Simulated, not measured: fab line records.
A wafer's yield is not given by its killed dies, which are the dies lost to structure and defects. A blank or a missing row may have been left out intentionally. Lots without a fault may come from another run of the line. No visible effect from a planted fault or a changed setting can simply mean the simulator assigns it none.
Chamber matching	flow nand-harc	NHARC_A_STAIRCASE_ALD_420 on ald-hk-01 has 4 sister chambers
The step deposits SiO2, target thk 20 nm, pulse time 6 s, ald cycles 200. 8 wafers are shown with their chamber, then 8 later ones without.

WAFERS WITH THEIR CHAMBER
wafer	chamber	heater-power-w (W)	precursor-pulse-height-rel
L074.1	0	430	0.970
L080.3	2	531	0.975
L080.5	2	555	0.971
L084.5	3	502	0.994
L084.6	0	420	1.004
L085.3	3	506	0.969
L085.5	1	386	1.002
L086.3	1	389	1.025

WAFERS WITHOUT THEIR CHAMBER
wafer	heater-power-w (W)	precursor-pulse-height-rel
L086.5	374	1.040
L086.6	535	0.983
L087.1	381	1.005
L087.3	433	0.985
L087.6	513	0.984
L094.2	391	0.995
L094.3	425	0.999
L094.4	548	0.978

CHAMBER TAKEN BY EACH
wafer	from the rows above	in truth
L086.5	1	1
L086.6	2	2
L087.1	1	1
L087.3	0	0
L087.6	3	3
L094.2	1	1
L094.3	0	0
L094.4	2	2
Placed correctly: 8 of 8. Not placeable from these rows: 0. Number placed wrongly: 0.
How it was worked out, from the rows above alone: a wafer's distance from a chamber is the root of the sum, over the readings, of the square of ((its reading less the chamber's mean) divided by the reading's scatter). If the next closest chamber is less than 2 further off than the closest, the wafer can't be placed; otherwise it belongs to the closest. The mean given for a chamber averages the wafers shown for that chamber. The scatter: take each reading less its chamber's mean, square it, sum over the shown wafers, divide by the number of wafers less the number of chambers, and take the root.
